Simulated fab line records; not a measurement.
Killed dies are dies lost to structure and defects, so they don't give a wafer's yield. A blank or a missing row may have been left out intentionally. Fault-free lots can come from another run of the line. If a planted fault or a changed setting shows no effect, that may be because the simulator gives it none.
Comparing a struck lot with a sound one :: flow nand-harc :: 38 steps out of a route of 1302
Sound: the wafers L214.2, L214.4, L214.6. The struck wafers were L224.2, L224.5, L224.6. The cause comes at the end.
Each step with rows lists, per side, the tool, then ch with its chambers, then its first start. Under that, the readings that differ: sound wafers :: struck wafers :: difference of the means :: sigmas: that difference in standard deviations of wafers without a fault.
alike: readings with means less than 2 such deviations apart, plus words and numbers identical on both sides. not compared: withheld readings, readings lacking a value on some wafer, bounds such as >300 that could conceal the same value, and numbers that have no deviation in the record and whose values overlap.
The two part at a step that has a row with sigmas, a row that says differs or no value, or rows on one side only. Non-overlapping numbers with no deviation appear without sigmas and do not part them. A reading missing from all wafers of one side parts the sides only when that side holds two or more wafers.

first, 10 steps without rows for these wafers: NHARC_A_CHANNEL_HOLE_D2_DEP_00 (deposits aC, target thk 3100 nm); NHARC_A_CHANNEL_HOLE_D2_DEP_01 (deposits SiON, target thk 140 nm); NHARC_A_CHANNEL_HOLE_D2_DEHYDRATE_02 (time 120 s); NHARC_A_CHANNEL_HOLE_D2_HMDS_03 (time 30 s); NHARC_A_CHANNEL_HOLE_D2_COAT_36 (time 75 s); NHARC_A_CHANNEL_HOLE_D2_COAT_37 (time 65 s); NHARC_A_CHANNEL_HOLE_D2_COAT_04 (resist thk 90 nm); NHARC_A_CHANNEL_HOLE_D2_SOFTBAKE_05 (time 55 s); NHARC_A_CHANNEL_HOLE_D2_EBR_06; NHARC_A_CHANNEL_HOLE_D2_EXPOSE_07 (exposes mask HOLE D2, target cd 100 nm).
NHARC_A_CHANNEL_HOLE_D2_PEB_08: peb time 65 s.
  sound on litho-track-06 ch 0, day 16 09:59; struck on litho-track-06 ch 0, day 20 20:05
reading: heater-power-total-W (W)
sound: 156.2 157.0 156.9
struck: 173.1 173.4 173.6
difference: +16.7
sigmas: +42

reading: plate-temp-C (C)
sound: 100.10 99.80 100.07
struck: 107.70 107.82 107.86
difference: +7.80
sigmas: +65
then, 1 step without rows for these wafers: NHARC_A_CHANNEL_HOLE_D2_DEVELOP_09 (develop time 35 s).
NHARC_A_CHANNEL_HOLE_D2_CD_MEAS_10: the cd target is 100 nm.
  sound on cd-sem-02 ch 0, day 16 10:04; struck on cd-sem-03 ch 0
reading: cd-nm (nm)
sound: 99.3 100.0 98.9
struck: 118.3 118.0 118.6
difference: +18.9
sigmas: +44
  not compared: hold
NHARC_A_CHANNEL_HOLE_D2_OVL_MEAS_11:
  sound: overlay-01 at day 16 10:10; struck: overlay-01 at day 21 00:15
reading: hold
sound: - - -
struck: await-dispo/3.8h/release await-dispo/3.8h/release await-dispo/3.8h/release
difference: no value on the sound wafers
sigmas: 
  alike: overlay-x-nm, overlay-y-nm
NHARC_A_CHANNEL_HOLE_D2_DESCUM_15: chemistry O2, time 3 s.
  sound on rie-diel-11 ch 1,2,3, day 16 10:16; struck on rie-diel-11 ch 2,3, day 21 00:22
reading: model.A_CHANNEL_HOLE_D2.cd-nm (nm)
sound: 99.37 100 99.28
struck: 118.6 118.4 118.7
difference: +19.0
sigmas: 
  alike: chamber-pressure-mTorr, drypump-motor-current-A, oes-product-au, rf-vpp-V, showerhead-plenum-p-Torr, throttle-valve-pct
  not compared: rf-hours-counter-h
then, 4 steps without rows for these wafers: NHARC_A_CHANNEL_HOLE_D2_ETCH_38 (etches the open film in CF4, target depth 39 nm, time 65 s); NHARC_A_CHANNEL_HOLE_D2_ETCH_39 (etches the open film in N2/H2, target depth 260 nm, time 325 s); NHARC_A_CHANNEL_HOLE_D2_ETCH_34 (etches the open film in CF4/CHF3, target depth 154 nm, time 77 s); NHARC_A_CHANNEL_HOLE_D2_ETCH_16 (etches the open film in O2/COS, target depth 3100 nm, time 806 s).
NHARC_A_CHANNEL_HOLE_D2_CD_MEAS_18:
  sound: cd-sem-01 at day 16 11:23; struck: cd-sem-01 at day 21 01:41
reading: cd-nm (nm)
sound: 101.8 98.9 98.7
struck: 120.1 118.0 118.1
difference: +18.9
sigmas: +8
  not compared: hold
then, 11 steps without rows for these wafers: NHARC_A_CHANNEL_HOLE_D2_ETCH_20 (etches the open film in C4F8/O2/Ar, time 361.9 s, target depth 1600 nm); NHARC_A_CHANNEL_HOLE_D2_ETCH_21 (etches the open film in C4F8/O2/Ar, time 514.3 s, target depth 1600 nm); NHARC_A_CHANNEL_HOLE_D2_ETCH_22 (etches the open film in C4F8/O2/Ar, time 666.7 s, target depth 1600 nm); NHARC_A_CHANNEL_HOLE_D2_ETCH_23 (etches the open film in C4F8/O2/Ar, time 819 s, target depth 1600 nm); NHARC_A_CHANNEL_HOLE_D2_ETCH_24 (etches the open film in C4F8/O2/Ar, time 906.2 s, target depth 1500 nm); NHARC_A_CHANNEL_HOLE_D2_ETCH_25 (etches the open film in C4F8/O2/Ar, time 1040.2 s, target depth 1500 nm); NHARC_A_CHANNEL_HOLE_D2_ETCH_26 (etches the open film in C4F8/O2/Ar, time 224.1 s, target depth 300 nm); NHARC_A_CHANNEL_HOLE_D2_ETCH_27 (etches the open film in C4F8/O2/Ar, time 90 s, target depth 400 nm); NHARC_A_CHANNEL_HOLE_D2_STRIP_41 (strips in N2/H2); NHARC_A_CHANNEL_HOLE_D2_STRIP_42 (strips in CF4/CHF3); NHARC_A_CHANNEL_HOLE_D2_STRIP_43 (strips in O2/COS).
NHARC_A_CHANNEL_HOLE_D2_ETCH_44: etches the open film in CF4/O2, target depth 140 nm, overetch 14 nm, time 77 s.
  sound on rie-diel-11 ch 0,2,3, day 16 16:10; struck on rie-diel-07 ch 0,1,3, day 21 12:17
reading: model.A_CHANNEL_HOLE_D2.cd-nm (nm)
sound: 89.19 90.7 88.89
struck: 105.3 105.4 107.8
difference: +16.6
sigmas: 
  alike: chamber-pressure-mTorr, drypump-motor-current-A, oes-product-au, rf-vpp-V, showerhead-plenum-p-Torr, throttle-valve-pct
  not compared: rf-hours-counter-h
then, 3 steps without rows for these wafers: NHARC_A_CHANNEL_HOLE_D2_STRIP_28 (strips in O2); NHARC_A_CHANNEL_HOLE_D2_PRECLEAN_29 (cleans in SC1); NHARC_A_CHANNEL_HOLE_D2_SRD_30.
NHARC_A_CHANNEL_HOLE_D2_CD_MEAS_31:
  sound: cd-sem-02 at day 16 16:58; struck: cd-sem-02 at day 21 13:25
reading: cd-nm (nm)
sound: 89.3 90.6 89.1
struck: 104.9 105.1 107.9
difference: +16.3
sigmas: +12
  not compared: hold
NHARC_A_CHANNEL_HOLE_D2_XSEM_32:
  sound on xsem-02 ch 0, day 16 17:04; struck on xsem-01 ch 0, day 21 18:59
reading: hold
sound: - - -
struck: await-dispo/5.5h/release await-dispo/5.5h/release await-dispo/5.5h/release
difference: no value on the sound wafers
sigmas: 

reading: bot-cd-nm (nm)
sound: 73.5 75.7 73.0
struck: 88.7 89.7 91.4
difference: +15.9
sigmas: +10
  alike: bow-nm, tilt-deg
-- record jumps: 10 days between struck wafers' starts before vs after; left off in module A_CHANNEL_HOLE_D2, resumes in module END, first step shown is number 1302 of the route --
NHARC_END_SORT_01:
  sound on prober-01 ch 0, day 28 02:02; struck on prober-01 ch 0, day 32 04:10
reading: killed-at-array
sound: 52
struck: 409 418 390
difference: +354
sigmas: +19

reading: killed-dies
sound: 56
struck: 414 422 398
difference: +355
sigmas: +19
  alike: killed-at-other, killed-at-periphery, killed-open, killed-short

WHERE THEY PART
Earliest at NHARC_A_CHANNEL_HOLE_D2_PEB_08; latest, in this record, at NHARC_END_SORT_01.

WHY: the cause the simulator had injected
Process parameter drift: litho-track-06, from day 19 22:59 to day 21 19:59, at NHARC_A_CHANNEL_HOLE_D2_PEB_08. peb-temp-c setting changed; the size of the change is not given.
